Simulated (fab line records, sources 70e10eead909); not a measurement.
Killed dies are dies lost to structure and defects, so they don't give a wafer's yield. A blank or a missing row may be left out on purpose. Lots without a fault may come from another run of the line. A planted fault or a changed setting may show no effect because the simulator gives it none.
Chamber matching | flow nand_harc | NHARC_A_DECK1_JOINT_CMP_13 on cmp-04: 4 sister chambers
The step polishes, target thk 51.023 nm. 4 wafers are shown with their chamber, then 7 later ones without.

WAFERS WITH THEIR CHAMBER
wafer  | chamber | motor_current_A (A)
L405.2 | 3       | 10.7
L412.1 | 2       | 11.6
L422.2 | 0       | 11.3
L422.3 | 1       | 11.9

WAFERS WITHOUT THEIR CHAMBER
wafer  | motor_current_A (A)
L422.6 | 12.0
L424.2 | 13.2
L424.3 | 11.6
L424.5 | 11.1
L425.3 | 11.7
L425.5 | 12.0
L425.6 | 11.8

WHICH CHAMBER EACH WENT THROUGH
wafer  | from the rows above               | in truth
L422.6 | can't be placed: 1 or 2 or 0      | 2
L424.2 | can't be placed: 1 or 2 or 0      | 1
L424.3 | can't be placed: 2 or 0 or 1 or 3 | 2
L424.5 | can't be placed: 0 or 3 or 2 or 1 | 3
L425.3 | can't be placed: 2 or 1 or 0 or 3 | 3
L425.5 | can't be placed: 1 or 2 or 0      | 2
L425.6 | can't be placed: 1 or 2 or 0 or 3 | 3
Placed correctly: 0 of 7. Can't be placed from these rows: 7 (the true chamber is among the candidates in 7). Placed wrongly: 0.
How it was worked out, from the rows above alone: a wafer's distance from a chamber is the root of the sum, over the readings, of the square of ((its reading less the chamber's mean) divided by the reading's scatter). The wafer belongs to the nearest chamber; if the next one is less than 2 further off, it can't be placed. A chamber's mean is the mean of its shown wafers. The scatter: with one shown wafer a chamber, the root of the mean of the squares of how far each hidden wafer lies from its nearest shown one.
